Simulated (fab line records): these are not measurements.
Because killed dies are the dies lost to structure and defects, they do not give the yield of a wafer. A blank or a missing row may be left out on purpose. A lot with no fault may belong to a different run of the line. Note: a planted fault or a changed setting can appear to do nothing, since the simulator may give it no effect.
fab line records :: flow nand_harc
record:
  lots: 7
  wafers: 21
  last_day: 34
route steps=1302 shown A_DECK1_JOINT@526
lots that met no fault: from a run of the same line without faults
start_h: hours from the record's opening day to when the first of the lot's shown wafers began :: wait_h: hours since the lot's step before :: " the same as in the row above :: L1.1+2: several wafers, shown together as one row :: - either no value or no given start :: * or withheld: withheld :: < > ~ a bound
route shown NAME@n: NAME is a module with steps in the file, n the number in the route of the first one :: usual: mean/standard deviation taken from wafers without a fault :: same: alike in all rows :: chamber/n: place in a boat :: sites: readings site by site :: _std_site: their standard deviation :: _edge_site: mean of outer sites minus mean of inner sites :: radius_mm: for every site, how far away it sits from the centre of the wafer :: mask NAME#n: copy n :: behind: the most recent tool/chamber to have shaped the wafer :: hold: why the lot went on hold/how many hours it stayed there/how the hold came to an end :: device: the n, p or np transistor that did not switch :: end of line: the tests these same wafers got at the end of their route :: a step with no rows: only its recipe :: killed: count of dies lost to structure and defects at first sort (not the wafer's yield) :: map: shows each die of a wafer: x if killed, . if not, _ if none is there
set.NAME: the setting that was run; set.NAME@STEP: the one run at that earlier step :: model.NAME: the simulator's own value behind a step, which no gauge read
lots seen at some steps along the route; tables by step, rows by wafer
services: the hour from which a tool's chamber was out of use, counted from the record's first day as start_h (under 0 if before that day), plus the number of hours and why
== steps ==
step: NHARC_A_DECK1_JOINT_CVD_12
recipe:
  target_thk_a: 900
  temp_c: 620
  pressure_mtorr: 200
  time_s: 1800
  material: poly-Si
step: NHARC_A_DECK1_JOINT_CMP_13
recipe:
  target_thk_nm: 51.023
usual:
  motor_current_A: 11.9/1.1
  slurry_filter_dp_kPa: 13.49/0.13
  time_to_endpoint_s: 9.1/2.4
lot.wafer: L878.4
tool: cmp-04
chamber: 3
start_h: 261.87
wait_h: 0.4
motor_current_A: 11.3
slurry_filter_dp_kPa: 13.51
time_to_endpoint_s: 7.4

lot.wafer: L878.3
tool: cmp-04
chamber: 0
start_h: 261.87
wait_h: 0.4
motor_current_A: 12.6
slurry_filter_dp_kPa: 13.34
time_to_endpoint_s: 9.1

lot.wafer: L878.6
tool: cmp-04
chamber: 2
start_h: 261.87
wait_h: 0.4
motor_current_A: 11.5
slurry_filter_dp_kPa: 13.61
time_to_endpoint_s: 10.1

lot.wafer: L887.2
tool: cmp-04
chamber: 3
start_h: 342.90
wait_h: 0.4
motor_current_A: 11.5
slurry_filter_dp_kPa: 13.53
time_to_endpoint_s: 5.5

lot.wafer: L887.4
tool: cmp-04
chamber: 0
start_h: 342.90
wait_h: 0.4
motor_current_A: 13.0
slurry_filter_dp_kPa: 13.39
time_to_endpoint_s: 9.4

lot.wafer: L887.1
tool: cmp-04
chamber: 2
start_h: 342.90
wait_h: 0.4
motor_current_A: 11.3
slurry_filter_dp_kPa: 13.62
time_to_endpoint_s: 9.6

lot.wafer: L888.3
tool: cmp-03
chamber: 2
start_h: 360.04
wait_h: 0.4
motor_current_A: 13.2
slurry_filter_dp_kPa: 13.62
time_to_endpoint_s: 10.4

lot.wafer: L888.4
tool: cmp-03
chamber: 0
start_h: 360.04
wait_h: 0.4
motor_current_A: 12.1
slurry_filter_dp_kPa: 13.48
time_to_endpoint_s: 10.6

lot.wafer: L888.2
tool: cmp-03
chamber: 1
start_h: 360.04
wait_h: 0.4
motor_current_A: 10.1
slurry_filter_dp_kPa: 13.33
time_to_endpoint_s: 8.4

lot.wafer: L889.2
tool: cmp-01
chamber: 3
start_h: 360.04
wait_h: 0.4
motor_current_A: 11.9
slurry_filter_dp_kPa: 13.59
time_to_endpoint_s: 8.0

lot.wafer: L889.3
tool: cmp-01
chamber: 1
start_h: 360.04
wait_h: 0.4
motor_current_A: 10.9
slurry_filter_dp_kPa: 13.64
time_to_endpoint_s: 6.7

lot.wafer: L889.4
tool: cmp-01
chamber: 2
start_h: 360.04
wait_h: 0.4
motor_current_A: 12.3
slurry_filter_dp_kPa: 13.65
time_to_endpoint_s: 9.5

lot.wafer: L897.1
tool: cmp-04
chamber: 0
start_h: 451.92
wait_h: 0.4
motor_current_A: 12.6
slurry_filter_dp_kPa: 13.21
time_to_endpoint_s: 9.2

lot.wafer: L897.3
tool: cmp-04
chamber: 1
start_h: 451.92
wait_h: 0.4
motor_current_A: 13.3
slurry_filter_dp_kPa: 13.46
time_to_endpoint_s: 5.9

lot.wafer: L897.5
tool: cmp-04
chamber: 0
start_h: 451.92
wait_h: 0.4
motor_current_A: 12.8
slurry_filter_dp_kPa: 13.23
time_to_endpoint_s: 8.1

lot.wafer: L899.4
tool: cmp-01
chamber: 0
start_h: 473.52
wait_h: 0.4
motor_current_A: 10.5
slurry_filter_dp_kPa: 13.47
time_to_endpoint_s: 9.8

lot.wafer: L899.5
tool: cmp-01
chamber: 0
start_h: 473.52
wait_h: 0.4
motor_current_A: 10.5
slurry_filter_dp_kPa: 13.32
time_to_endpoint_s: 10.4

lot.wafer: L899.6
tool: cmp-01
chamber: 1
start_h: 473.52
wait_h: 0.4
motor_current_A: 11.0
slurry_filter_dp_kPa: 13.51
time_to_endpoint_s: 6.0

lot.wafer: L900.1
tool: cmp-04
chamber: 1
start_h: 483.20
wait_h: 0.4
motor_current_A: 13.4
slurry_filter_dp_kPa: 13.37
time_to_endpoint_s: 10.8

lot.wafer: L900.3
tool: cmp-04
chamber: 3
start_h: 483.20
wait_h: 0.4
motor_current_A: 10.4
slurry_filter_dp_kPa: 13.55
time_to_endpoint_s: 12.8

lot.wafer: L900.5
tool: cmp-04
chamber: 0
start_h: 483.20
wait_h: 0.4
motor_current_A: 12.8
slurry_filter_dp_kPa: 13.32
time_to_endpoint_s: 14.1
step: NHARC_A_DECK1_JOINT_THK_MEAS_14
recipe:
  thk_meas_gauge: ellipsometry
usual:
  thk_nm: 50.8/1.5
lot.wafer: L878.3
tool: film_metro-02
chamber: -
start_h: 262.10
wait_h: 0.2
thk_nm: 53.6

lot.wafer: L878.4
tool: film_metro-02
chamber: -
start_h: 262.10
wait_h: 0.2
thk_nm: 49.7

lot.wafer: L878.6
tool: film_metro-02
chamber: -
start_h: 262.10
wait_h: 0.2
thk_nm: 52.4

lot.wafer: L887.1
tool: film_metro-02
chamber: -
start_h: 343.16
wait_h: 0.2
thk_nm: 52.6

lot.wafer: L887.2
tool: film_metro-02
chamber: -
start_h: 343.16
wait_h: 0.2
thk_nm: 50.8

lot.wafer: L887.4
tool: film_metro-02
chamber: -
start_h: 343.16
wait_h: 0.2
thk_nm: 49.0

lot.wafer: L889.2
tool: film_metro-01
chamber: -
start_h: 360.29
wait_h: 0.2
thk_nm: 48.7

lot.wafer: L889.3
tool: film_metro-01
chamber: -
start_h: 360.29
wait_h: 0.2
thk_nm: 49.8

lot.wafer: L889.4
tool: film_metro-01
chamber: -
start_h: 360.29
wait_h: 0.2
thk_nm: 49.5

lot.wafer: L888.2
tool: film_metro-02
chamber: -
start_h: 360.30
wait_h: 0.2
thk_nm: 51.1

lot.wafer: L888.3
tool: film_metro-02
chamber: -
start_h: 360.30
wait_h: 0.2
thk_nm: 52.3

lot.wafer: L888.4
tool: film_metro-02
chamber: -
start_h: 360.30
wait_h: 0.2
thk_nm: 51.8

lot.wafer: L897.1
tool: film_metro-01
chamber: -
start_h: 452.15
wait_h: 0.2
thk_nm: 52.2

lot.wafer: L897.3
tool: film_metro-01
chamber: -
start_h: 452.15
wait_h: 0.2
thk_nm: 51.3

lot.wafer: L897.5
tool: film_metro-01
chamber: -
start_h: 452.15
wait_h: 0.2
thk_nm: 52.3

lot.wafer: L899.4
tool: film_metro-01
chamber: -
start_h: 473.78
wait_h: 0.2
thk_nm: 50.7

lot.wafer: L899.5
tool: film_metro-01
chamber: -
start_h: 473.78
wait_h: 0.2
thk_nm: 51.0

lot.wafer: L899.6
tool: film_metro-01
chamber: -
start_h: 473.78
wait_h: 0.2
thk_nm: 48.1

lot.wafer: L900.1
tool: film_metro-02
chamber: -
start_h: 483.43
wait_h: 0.2
thk_nm: 51.4

lot.wafer: L900.3
tool: film_metro-02
chamber: -
start_h: 483.43
wait_h: 0.2
thk_nm: 50.1

lot.wafer: L900.5
tool: film_metro-02
chamber: -
start_h: 483.43
wait_h: 0.2
thk_nm: 50.0
step: NHARC_A_DECK1_JOINT_SRD_04
step: NHARC_A_DECK1_JOINT_ETCHBACK_00
recipe:
  target_depth_a: 300
  time_s: 17.4
  hbr_flow_sccm: 150
  rf_w: 350
  icp_w: 350
  bias_w: 60
  chemistry: HBr
usual:
  drypump_motor_current_A: 5.9/0.55
  oes_product_au: 1.001/0.011
  throttle_valve_pct: 23.266/0.0087
lot.wafer: L878.3
tool: rie_si-03
chamber: 2
start_h: 262.24
wait_h: 0.1
drypump_motor_current_A: 5.3
oes_product_au: 0.994
rf_hours_counter_h: 0.3
throttle_valve_pct: 23.261

lot.wafer: L878.4
tool: rie_si-03
chamber: 0
start_h: 262.24
wait_h: 0.1
drypump_motor_current_A: 6.7
oes_product_au: 0.988
rf_hours_counter_h: 0.3
throttle_valve_pct: 23.276

lot.wafer: L878.6
tool: rie_si-03
chamber: 2
start_h: 262.24
wait_h: 0.1
drypump_motor_current_A: 5.3
oes_product_au: 0.980
rf_hours_counter_h: -
throttle_valve_pct: 23.268

lot.wafer: L887.4
tool: rie_si-03
chamber: 1
start_h: 343.28
wait_h: 0.1
drypump_motor_current_A: 5.8
oes_product_au: 1.000
rf_hours_counter_h: 0.9
throttle_valve_pct: 23.286

lot.wafer: L887.2
tool: rie_si-03
chamber: 3
start_h: 343.28
wait_h: 0.1
drypump_motor_current_A: 5.2
oes_product_au: 0.996
rf_hours_counter_h: 0.8
throttle_valve_pct: 23.262

lot.wafer: L887.1
tool: rie_si-03
chamber: 0
start_h: 343.28
wait_h: 0.1
drypump_motor_current_A: 6.7
oes_product_au: 1.000
rf_hours_counter_h: 0.9
throttle_valve_pct: 23.252

lot.wafer: L889.4
tool: rie_si-04
chamber: 2
start_h: 360.42
wait_h: 0.1
drypump_motor_current_A: 6.7
oes_product_au: 0.989
rf_hours_counter_h: 0.1
throttle_valve_pct: 23.250

lot.wafer: L889.2
tool: rie_si-04
chamber: 3
start_h: 360.42
wait_h: 0.1
drypump_motor_current_A: 6.6
oes_product_au: 1.008
rf_hours_counter_h: 0.0
throttle_valve_pct: 23.258

lot.wafer: L889.3
tool: rie_si-04
chamber: 1
start_h: 360.42
wait_h: 0.1
drypump_motor_current_A: 5.4
oes_product_au: 1.015
rf_hours_counter_h: 0.1
throttle_valve_pct: 23.276

lot.wafer: L888.2
tool: rie_si-03
chamber: 3
start_h: 360.42
wait_h: 0.1
drypump_motor_current_A: 5.2
oes_product_au: 1.002
rf_hours_counter_h: 0.9
throttle_valve_pct: 23.268

lot.wafer: L888.3
tool: rie_si-03
chamber: 2
start_h: 360.42
wait_h: 0.1
drypump_motor_current_A: 5.3
oes_product_au: 0.998
rf_hours_counter_h: 0.9
throttle_valve_pct: 23.271

lot.wafer: L888.4
tool: rie_si-03
chamber: 2
start_h: 360.42
wait_h: 0.1
drypump_motor_current_A: 5.3
oes_product_au: 0.989
rf_hours_counter_h: -
throttle_valve_pct: 23.257

lot.wafer: L897.3
tool: rie_si-05
chamber: 3
start_h: 452.29
wait_h: 0.1
drypump_motor_current_A: 5.7
oes_product_au: 1.019
rf_hours_counter_h: 0.9
throttle_valve_pct: 23.273

lot.wafer: L897.1
tool: rie_si-05
chamber: 0
start_h: 452.29
wait_h: 0.1
drypump_motor_current_A: 5.7
oes_product_au: 0.993
rf_hours_counter_h: 1.0
throttle_valve_pct: 23.272

lot.wafer: L897.5
tool: rie_si-05
chamber: 2
start_h: 452.29
wait_h: 0.1
drypump_motor_current_A: 6.0
oes_product_au: 0.983
rf_hours_counter_h: -
throttle_valve_pct: 23.269

lot.wafer: L899.4
tool: rie_si-03
chamber: 2
start_h: 473.91
wait_h: 0.1
drypump_motor_current_A: 5.3
oes_product_au: 1.010
rf_hours_counter_h: 0.5
throttle_valve_pct: 23.262

lot.wafer: L899.5
tool: rie_si-03
chamber: 1
start_h: 473.91
wait_h: 0.1
drypump_motor_current_A: 5.8
oes_product_au: 0.999
rf_hours_counter_h: -
throttle_valve_pct: 23.242

lot.wafer: L899.6
tool: rie_si-03
chamber: 2
start_h: 473.91
wait_h: 0.1
drypump_motor_current_A: 5.3
oes_product_au: 1.005
rf_hours_counter_h: -
throttle_valve_pct: 23.263

lot.wafer: L900.3
tool: rie_si-03
chamber: 1
start_h: 483.56
wait_h: 0.1
drypump_motor_current_A: 5.8
oes_product_au: 1.002
rf_hours_counter_h: 0.6
throttle_valve_pct: 23.272

lot.wafer: L900.1
tool: rie_si-03
chamber: 2
start_h: 483.56
wait_h: 0.1
drypump_motor_current_A: 5.3
oes_product_au: 1.002
rf_hours_counter_h: 0.6
throttle_valve_pct: 23.270

lot.wafer: L900.5
tool: rie_si-03
chamber: 2
start_h: 483.56
wait_h: 0.1
drypump_motor_current_A: 5.3
oes_product_au: 1.009
rf_hours_counter_h: -
throttle_valve_pct: 23.259
step: NHARC_A_DECK1_JOINT_PRECLEAN_30
recipe:
  time_s: *
  temp_c: 50
  bath_age_min: 0
  chemistry: SC1
step: NHARC_A_DECK1_JOINT_SRD_31
step: NHARC_A_DECK1_JOINT_CVD_34
recipe:
  target_thk_a: 200
  temp_c: 700
  pressure_mtorr: 300
  material: SiNx
step: NHARC_A_DECK1_JOINT_DEP_06
recipe:
  target_thk_a: 800
  temp_c: 65
  material: SiOx
step: NHARC_A_DECK1_JOINT_CURE_26
recipe:
  temp_c: 150
  time_s: 32
  pressure_atm: 0.395
step: NHARC_A_DECK1_JOINT_ANNEAL_27
recipe:
  temp_c: 400
  time_s: 3600
  idle_temp_c: 300
  ramp_up_c_per_min: 10
  densification_p_h2o_torr: 640
step: NHARC_A_DECK1_JOINT_ANNEAL_28
recipe:
  temp_c: 500
  time_s: 1800
  idle_temp_c: 400
  ramp_up_c_per_min: 10
  densification_p_h2o_torr: 640
step: NHARC_A_DECK1_JOINT_ANNEAL_29
recipe:
  temp_c: 750
  time_s: 1800
  idle_temp_c: 500
  ramp_up_c_per_min: 10
  ramp_down_c_per_min: 3
usual:
  ramp_down_c_per_min: 3.0000/0.00054
  ramp_up_c_per_min: 9.9998/0.0017
  zone_power_bottom_pct: 18.5/0.35
lot.wafer: L878.3
tool: furnace-04
chamber: 0
start_h: 287.46
wait_h: 4.3
ramp_down_c_per_min: 3.0006
ramp_up_c_per_min: 10.000
zone_power_bottom_pct: 18.0

lot.wafer: L878.4
tool: furnace-04
chamber: 0
start_h: 287.46
wait_h: 4.3
ramp_down_c_per_min: 2.9993
ramp_up_c_per_min: 9.9999
zone_power_bottom_pct: 17.8

lot.wafer: L878.6
tool: furnace-04
chamber: 0
start_h: 287.46
wait_h: 4.3
ramp_down_c_per_min: 3.0004
ramp_up_c_per_min: 9.9985
zone_power_bottom_pct: 17.9

lot.wafer: L887.1
tool: furnace-03
chamber: -
start_h: 365.30
wait_h: 5.4
ramp_down_c_per_min: -
ramp_up_c_per_min: -
zone_power_bottom_pct: -

lot.wafer: L887.2
tool: furnace-03
chamber: -
start_h: 365.30
wait_h: 5.4
ramp_down_c_per_min: -
ramp_up_c_per_min: -
zone_power_bottom_pct: -

lot.wafer: L887.4
tool: furnace-03
chamber: -
start_h: 365.30
wait_h: 5.4
ramp_down_c_per_min: -
ramp_up_c_per_min: -
zone_power_bottom_pct: -

lot.wafer: L888.2
tool: furnace-03
chamber: -
start_h: 383.84
wait_h: 5.3
ramp_down_c_per_min: -
ramp_up_c_per_min: -
zone_power_bottom_pct: -

lot.wafer: L888.3
tool: furnace-03
chamber: -
start_h: 383.84
wait_h: 5.3
ramp_down_c_per_min: -
ramp_up_c_per_min: -
zone_power_bottom_pct: -

lot.wafer: L888.4
tool: furnace-03
chamber: -
start_h: 383.84
wait_h: 5.3
ramp_down_c_per_min: -
ramp_up_c_per_min: -
zone_power_bottom_pct: -

lot.wafer: L889.2
tool: furnace-03
chamber: -
start_h: 383.84
wait_h: 5.3
ramp_down_c_per_min: -
ramp_up_c_per_min: -
zone_power_bottom_pct: -

lot.wafer: L889.3
tool: furnace-03
chamber: -
start_h: 383.84
wait_h: 5.3
ramp_down_c_per_min: -
ramp_up_c_per_min: -
zone_power_bottom_pct: -

lot.wafer: L889.4
tool: furnace-03
chamber: -
start_h: 383.84
wait_h: 5.3
ramp_down_c_per_min: -
ramp_up_c_per_min: -
zone_power_bottom_pct: -

lot.wafer: L897.1
tool: furnace-03
chamber: 0
start_h: 472.17
wait_h: 2.6
ramp_down_c_per_min: 3.0002
ramp_up_c_per_min: 9.9981
zone_power_bottom_pct: 18.7

lot.wafer: L897.3
tool: furnace-03
chamber: 0
start_h: 472.17
wait_h: 2.6
ramp_down_c_per_min: 3.0002
ramp_up_c_per_min: 10.001
zone_power_bottom_pct: 18.7

lot.wafer: L897.5
tool: furnace-03
chamber: 0
start_h: 472.17
wait_h: 2.6
ramp_down_c_per_min: 3.0000
ramp_up_c_per_min: 9.9997
zone_power_bottom_pct: 18.7

lot.wafer: L899.4
tool: furnace-03
chamber: 0
start_h: 494.86
wait_h: 3.3
ramp_down_c_per_min: 2.9990
ramp_up_c_per_min: 10.001
zone_power_bottom_pct: 18.7

lot.wafer: L899.5
tool: furnace-03
chamber: 0
start_h: 494.86
wait_h: 3.3
ramp_down_c_per_min: 2.9999
ramp_up_c_per_min: 9.9973
zone_power_bottom_pct: 18.4

lot.wafer: L899.6
tool: furnace-03
chamber: 0
start_h: 494.86
wait_h: 3.3
ramp_down_c_per_min: 3.0007
ramp_up_c_per_min: 10.002
zone_power_bottom_pct: 19.2

lot.wafer: L900.1
tool: furnace-03
chamber: 0
start_h: 510.04
wait_h: 11.1
ramp_down_c_per_min: 3.0006
ramp_up_c_per_min: 10.003
zone_power_bottom_pct: 18.5

lot.wafer: L900.3
tool: furnace-03
chamber: 0
start_h: 510.04
wait_h: 11.1
ramp_down_c_per_min: 2.9998
ramp_up_c_per_min: 10.002
zone_power_bottom_pct: 18.5

lot.wafer: L900.5
tool: furnace-03
chamber: 0
start_h: 510.04
wait_h: 11.1
ramp_down_c_per_min: 3.0003
ramp_up_c_per_min: 10.001
zone_power_bottom_pct: 18.8
step: NHARC_A_DECK1_JOINT_CMP_02
recipe:
  material: SiOx
usual:
  motor_current_A: 11.8/1.1
  slurry_filter_dp_kPa: 13.50/0.13
lot.wafer: L878.3
tool: cmp-03
chamber: 2
start_h: 290.16
wait_h: 0.4
motor_current_A: 12.5
slurry_filter_dp_kPa: 13.52

lot.wafer: L878.4
tool: cmp-03
chamber: 3
start_h: 290.16
wait_h: 0.4
motor_current_A: 12.5
slurry_filter_dp_kPa: 13.55

lot.wafer: L878.6
tool: cmp-03
chamber: 3
start_h: 290.16
wait_h: 0.4
motor_current_A: 13.8
slurry_filter_dp_kPa: 13.55

lot.wafer: L887.4
tool: cmp-03
chamber: 1
start_h: 367.93
wait_h: 0.4
motor_current_A: 10.4
slurry_filter_dp_kPa: 13.39

lot.wafer: L887.2
tool: cmp-03
chamber: 2
start_h: 367.93
wait_h: 0.4
motor_current_A: 13.1
slurry_filter_dp_kPa: 13.69

lot.wafer: L887.1
tool: cmp-03
chamber: 3
start_h: 367.93
wait_h: 0.4
motor_current_A: 12.8
slurry_filter_dp_kPa: 13.54

lot.wafer: L889.3
tool: cmp-04
chamber: 3
start_h: 386.49
wait_h: 0.4
motor_current_A: 10.9
slurry_filter_dp_kPa: 13.68

lot.wafer: L889.2
tool: cmp-04
chamber: 0
start_h: 386.49
wait_h: 0.4
motor_current_A: 12.5
slurry_filter_dp_kPa: 13.68

lot.wafer: L889.4
tool: cmp-04
chamber: 1
start_h: 386.49
wait_h: 0.4
motor_current_A: 13.6
slurry_filter_dp_kPa: 13.32

lot.wafer: L888.2
tool: cmp-01
chamber: 0
start_h: 386.49
wait_h: 0.4
motor_current_A: 10.9
slurry_filter_dp_kPa: 13.59

lot.wafer: L888.3
tool: cmp-01
chamber: 1
start_h: 386.49
wait_h: 0.4
motor_current_A: 11.0
slurry_filter_dp_kPa: 13.37

lot.wafer: L888.4
tool: cmp-01
chamber: 2
start_h: 386.49
wait_h: 0.4
motor_current_A: 12.4
slurry_filter_dp_kPa: 13.65

lot.wafer: L897.1
tool: cmp-03
chamber: 3
start_h: 474.80
wait_h: 0.4
motor_current_A: 12.5
slurry_filter_dp_kPa: 13.35

lot.wafer: L897.3
tool: cmp-03
chamber: 1
start_h: 474.80
wait_h: 0.4
motor_current_A: 10.4
slurry_filter_dp_kPa: 13.66

lot.wafer: L897.5
tool: cmp-03
chamber: 3
start_h: 474.80
wait_h: 0.4
motor_current_A: 12.9
slurry_filter_dp_kPa: 13.21

lot.wafer: L899.4
tool: cmp-03
chamber: 0
start_h: 497.63
wait_h: 0.4
motor_current_A: 12.1
slurry_filter_dp_kPa: 13.36

lot.wafer: L899.5
tool: cmp-03
chamber: 1
start_h: 497.63
wait_h: 0.4
motor_current_A: 10.1
slurry_filter_dp_kPa: 13.55

lot.wafer: L899.6
tool: cmp-03
chamber: 2
start_h: 497.63
wait_h: 0.4
motor_current_A: 13.0
slurry_filter_dp_kPa: 13.43

lot.wafer: L900.3
tool: cmp-01
chamber: 2
start_h: 512.73
wait_h: 0.4
motor_current_A: 12.1
slurry_filter_dp_kPa: 13.68

lot.wafer: L900.1
tool: cmp-01
chamber: 3
start_h: 512.73
wait_h: 0.4
motor_current_A: 11.3
slurry_filter_dp_kPa: 13.38

lot.wafer: L900.5
tool: cmp-01
chamber: 1
start_h: 512.73
wait_h: 0.4
motor_current_A: 10.8
slurry_filter_dp_kPa: 13.53
== services ==
tool: cmp-03
chamber: -
start_h: 263.61
hours: 4.0
kind: pm

tool: cmp-04
chamber: -
start_h: 272.81
hours: 0.2
kind: repair

tool: cmp-03
chamber: -
start_h: 275.10
hours: 2.9
kind: repair

tool: cmp-01
chamber: -
start_h: 283.61
hours: 4.0
kind: pm

tool: cmp-01
chamber: -
start_h: 296.14
hours: 2.2
kind: repair

tool: furnace-03
chamber: -
start_h: 297.76
hours: 26.0
kind: pm

tool: cmp-04
chamber: -
start_h: 307.00
hours: 4.0
kind: pm

tool: cmp-04
chamber: -
start_h: 325.59
hours: 2.9
kind: repair

tool: cmp-04
chamber: -
start_h: 330.01
hours: 3.0
kind: repair

tool: rie_si-03
chamber: 1
start_h: 354.37
hours: 15.3
kind: repair

tool: cmp-03
chamber: -
start_h: 361.64
hours: 4.0
kind: pm

tool: cmp-04
chamber: -
start_h: 365.36
hours: 1.5
kind: repair

tool: cmp-03
chamber: -
start_h: 387.52
hours: 2.2
kind: repair

tool: rie_si-03
chamber: -
start_h: 398.00
hours: 9.0
kind: pm

tool: cmp-04
chamber: -
start_h: 405.00
hours: 4.0
kind: pm

tool: cmp-04
chamber: -
start_h: 416.94
hours: 2.0
kind: repair

tool: cmp-04
chamber: -
start_h: 430.81
hours: 0.3
kind: repair

tool: furnace-03
chamber: -
start_h: 437.63
hours: 17.7
kind: repair

tool: rie_si-03
chamber: 2
start_h: 447.94
hours: 8.2
kind: repair

tool: rie_si-03
chamber: 1
start_h: 453.38
hours: 11.0
kind: repair

tool: cmp-03
chamber: -
start_h: 459.64
hours: 4.0
kind: pm

tool: rie_si-03
chamber: -
start_h: 480.10
hours: 2.0
kind: repair

tool: cmp-04
chamber: -
start_h: 503.00
hours: 4.0
kind: pm

tool: cmp-04
chamber: -
start_h: 510.26
hours: 3.5
kind: repair
== key ==
first_sign:
  step: NHARC_A_DECK1_JOINT_ANNEAL_29
  reading: tool_record
  direction: missing
effect none on later readings
met_at NHARC_A_DECK1_JOINT_ANNEAL_29
struck_wafers L887.1,L887.2,L887.4,L888.2,L888.3,L888.4,L889.2,L889.3,L889.4
later_rows_left_out L887.1,L887.2,L887.4,L888.2,L888.3,L888.4,L889.2,L889.3,L889.4
sort_left_out L887.1,L887.2,L887.4,L888.2,L888.3,L888.4,L889.2,L889.3,L889.4
tester_left_out L887,L888,L889
fault:
  kind: skipped_step_whole
  tool: furnace-03
  chamber: -
  onset_h: 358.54
  steps: NHARC_A_DECK1_JOINT_ANNEAL_29
  scope: struck_lots_only
tester_left_out: of these lots the tester's yield and bins aren't shown, on N5 and GAA mostly nor the transistor test; their killed dies are dies lost to structure and defects alone, not to doping, threshold or leakage, so they don't give the yield
sort_left_out: the simulated sort isn't trusted on such a fault, so these wafers' sort isn't shown, and their yield isn't known
later_rows_left_out: the simulator's readings of these wafers behind a module that went badly wrong aren't trusted and aren't shown, but for the sort
